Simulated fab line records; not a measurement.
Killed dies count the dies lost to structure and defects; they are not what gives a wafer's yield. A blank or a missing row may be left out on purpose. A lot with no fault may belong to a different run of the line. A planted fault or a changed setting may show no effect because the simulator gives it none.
Split-lot study / flow n5Finfet / 21 wafers read across 7 lots, on a route 1938 steps long

SPLIT DETAILS
At N5_BEOL_M9_COAT_60 (time 60 s, resist thk 30 nm), the setting spinRpm was moved away from the recipe's 1500 rpm on 9 of the 21 wafers read, by -9.5% to +4.6%. This setting was run at the recipe's value on the other wafers.

FROM THE SPLIT TO THE READING: what the file shows between them, 4 steps
- N5_BEOL_M9_COAT_05: resist thk 90 nm
- N5_BEOL_M9_EBR_07
- N5_BEOL_M9_DESCUM_16: chemistry O2, time 7.9 s
- N5_BEOL_M9_ETCH_61: etches SiARC in CF4, target depth 39 nm, time 65 s

THE READING
SiARC_of_BEOL_M9_COAT_60.thkNm (the simulator's own value, which no gauge read), in nm, at N5_BEOL_M9_ETCH_62 (etches SOC in N2/H2, target depth 110 nm, overetch 22 nm, time 165 s). No usual value for it is given in the file. Average 23.7 nm, standard deviation 0.12 nm, over the 12 wafers here run with the recipe.

wafer=L080.4; tool, chamber at the split=lithoTrack-03, 0; spinRpm as run, rpm=1500; against the recipe=recipe; SiARC_of_BEOL_M9_COAT_60.thkNm, nm=23.8; against lot-mates on the recipe=-
wafer=L080.5; tool, chamber at the split=lithoTrack-03, 0; spinRpm as run, rpm=1500; against the recipe=recipe; SiARC_of_BEOL_M9_COAT_60.thkNm, nm=23.8; against lot-mates on the recipe=-
wafer=L080.6; tool, chamber at the split=lithoTrack-03, 0; spinRpm as run, rpm=1500; against the recipe=recipe; SiARC_of_BEOL_M9_COAT_60.thkNm, nm=23.8; against lot-mates on the recipe=-
wafer=L083.1; tool, chamber at the split=lithoTrack-04, 0; spinRpm as run, rpm=1426; against the recipe=-4.9%; SiARC_of_BEOL_M9_COAT_60.thkNm, nm=24.2; against lot-mates on the recipe=no lot-mate on the recipe
wafer=L083.3; tool, chamber at the split=lithoTrack-04, 0; spinRpm as run, rpm=1426; against the recipe=-4.9%; SiARC_of_BEOL_M9_COAT_60.thkNm, nm=24.2; against lot-mates on the recipe=no lot-mate on the recipe
wafer=L083.4; tool, chamber at the split=lithoTrack-04, 0; spinRpm as run, rpm=1426; against the recipe=-4.9%; SiARC_of_BEOL_M9_COAT_60.thkNm, nm=24.6; against lot-mates on the recipe=no lot-mate on the recipe
wafer=L082.1; tool, chamber at the split=lithoTrack-04, 0; spinRpm as run, rpm=1358; against the recipe=-9.5%; SiARC_of_BEOL_M9_COAT_60.thkNm, nm=25; against lot-mates on the recipe=+1.4
wafer=L082.3; tool, chamber at the split=lithoTrack-04, 0; spinRpm as run, rpm=1500; against the recipe=recipe; SiARC_of_BEOL_M9_COAT_60.thkNm, nm=23.6; against lot-mates on the recipe=-
wafer=L082.4; tool, chamber at the split=lithoTrack-04, 0; spinRpm as run, rpm=1358; against the recipe=-9.5%; SiARC_of_BEOL_M9_COAT_60.thkNm, nm=24.8; against lot-mates on the recipe=+1.2
wafer=L085.1; tool, chamber at the split=lithoTrack-04, 0; spinRpm as run, rpm=1500; against the recipe=recipe; SiARC_of_BEOL_M9_COAT_60.thkNm, nm=23.6; against lot-mates on the recipe=-
wafer=L085.2; tool, chamber at the split=lithoTrack-04, 0; spinRpm as run, rpm=1500; against the recipe=recipe; SiARC_of_BEOL_M9_COAT_60.thkNm, nm=23.6; against lot-mates on the recipe=-
wafer=L085.3; tool, chamber at the split=lithoTrack-04, 0; spinRpm as run, rpm=1500; against the recipe=recipe; SiARC_of_BEOL_M9_COAT_60.thkNm, nm=23.6; against lot-mates on the recipe=-
wafer=L087.3; tool, chamber at the split=lithoTrack-01, 0; spinRpm as run, rpm=1500; against the recipe=recipe; SiARC_of_BEOL_M9_COAT_60.thkNm, nm=23.6; against lot-mates on the recipe=-
wafer=L087.4; tool, chamber at the split=lithoTrack-01, 0; spinRpm as run, rpm=1455; against the recipe=-3.0%; SiARC_of_BEOL_M9_COAT_60.thkNm, nm=24; against lot-mates on the recipe=+0.4
wafer=L087.6; tool, chamber at the split=lithoTrack-01, 0; spinRpm as run, rpm=1455; against the recipe=-3.0%; SiARC_of_BEOL_M9_COAT_60.thkNm, nm=24; against lot-mates on the recipe=+0.4
wafer=L092.1; tool, chamber at the split=lithoTrack-04, 0; spinRpm as run, rpm=1500; against the recipe=recipe; SiARC_of_BEOL_M9_COAT_60.thkNm, nm=23.6; against lot-mates on the recipe=-
wafer=L092.5; tool, chamber at the split=lithoTrack-04, 0; spinRpm as run, rpm=1500; against the recipe=recipe; SiARC_of_BEOL_M9_COAT_60.thkNm, nm=23.6; against lot-mates on the recipe=-
wafer=L092.4; tool, chamber at the split=lithoTrack-04, 0; spinRpm as run, rpm=1500; against the recipe=recipe; SiARC_of_BEOL_M9_COAT_60.thkNm, nm=23.8; against lot-mates on the recipe=-
wafer=L093.1; tool, chamber at the split=lithoTrack-04, 0; spinRpm as run, rpm=1500; against the recipe=recipe; SiARC_of_BEOL_M9_COAT_60.thkNm, nm=23.4; against lot-mates on the recipe=-
wafer=L093.4; tool, chamber at the split=lithoTrack-04, 0; spinRpm as run, rpm=1569; against the recipe=+4.6%; SiARC_of_BEOL_M9_COAT_60.thkNm, nm=22.8; against lot-mates on the recipe=-0.6
wafer=L093.6; tool, chamber at the split=lithoTrack-04, 0; spinRpm as run, rpm=1569; against the recipe=+4.6%; SiARC_of_BEOL_M9_COAT_60.thkNm, nm=23; against lot-mates on the recipe=-0.4

FIT RESULTS
A straight line over all 21 wafers: SiARC_of_BEOL_M9_COAT_60.thkNm changes by -0.139 nm for each +1% of spinRpm; r = -0.97; the points scatter about the line by 0.14 nm.
The same after taking each lot's own level away (the mean of its wafers on the recipe; 18 wafers): -0.131 nm for each +1%; r = -0.99; scatter 0.074 nm.
The reading moves by 1.2 nm for the largest change in spinRpm, on that fit.
The lots' own levels span 23.40 to 23.80 nm, that is 3.4 times the standard deviation above.
Consequently the slope shifts little with the lot-to-lot level, the two slopes agreeing.
Check: +1.17 nm against its lot-mates is what the line predicts for one of the wafers moved furthest among these (-9.5%) when that wafer is left out of the fit. Against them it came out at +1.4 nm.

OTHER SPLITS APPLIED TO THESE WAFERS
These wafers also went through other splits before the reading. Each is held against what the fit with the lots' levels taken away leaves over:
other split on the same wafers=N5_BEOL_M6_EXPOSE_08 doseMj; wafers away from the commonest value=3; r with SiARC_of_BEOL_M9_COAT_60.thkNm (lot level and that fit taken away)=-0.10
other split on the same wafers=N5_BEOL_M8_ETCH_66 sourceW; wafers away from the commonest value=4; r with SiARC_of_BEOL_M9_COAT_60.thkNm (lot level and that fit taken away)=-0.50
other split on the same wafers=N5_BEOL_M9_PECVD_70 timeS; wafers away from the commonest value=4; r with SiARC_of_BEOL_M9_COAT_60.thkNm (lot level and that fit taken away)=+0.20

THE WHOLE CHAIN: every reading that the file lists as answering this split, in the file's order
step=N5_BEOL_M9_COAT_60; what it does=time 60 s, resist thk 30 nm; reading=SiARC_of_BEOL_M9_COAT_60.thkNm (the simulator's own value, which no gauge read); change (the file's fit)=-0.146 nm for each +1% of the setting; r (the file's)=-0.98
step=N5_BEOL_M9_ETCH_61; what it does=etches SiARC in CF4, target depth 39 nm, time 65 s; reading=etch.depthNm (the simulator's own value, which no gauge read); change (the file's fit)=-0.156 nm for each +1% of the setting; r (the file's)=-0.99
step=N5_BEOL_M9_ETCH_61; what it does=etches SiARC in CF4, target depth 39 nm, time 65 s; reading=CAR-ArF_of_BEOL_M9_COAT_05.thkNm (the simulator's own value, which no gauge read); change (the file's fit)=+0.159 nm for each +1% of the setting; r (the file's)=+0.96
step=N5_BEOL_M9_ETCH_62; what it does=etches SOC in N2/H2, target depth 110 nm, overetch 22 nm, time 165 s; reading=SiARC_of_BEOL_M9_COAT_60.thkNm (the simulator's own value, which no gauge read); change (the file's fit)=-0.132 nm for each +1% of the setting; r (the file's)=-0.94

THE FILE'S OWN FIT
SiARC_of_BEOL_M9_COAT_60.thkNm changes by -0.132 nm for each +1% of spinRpm, r = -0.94.
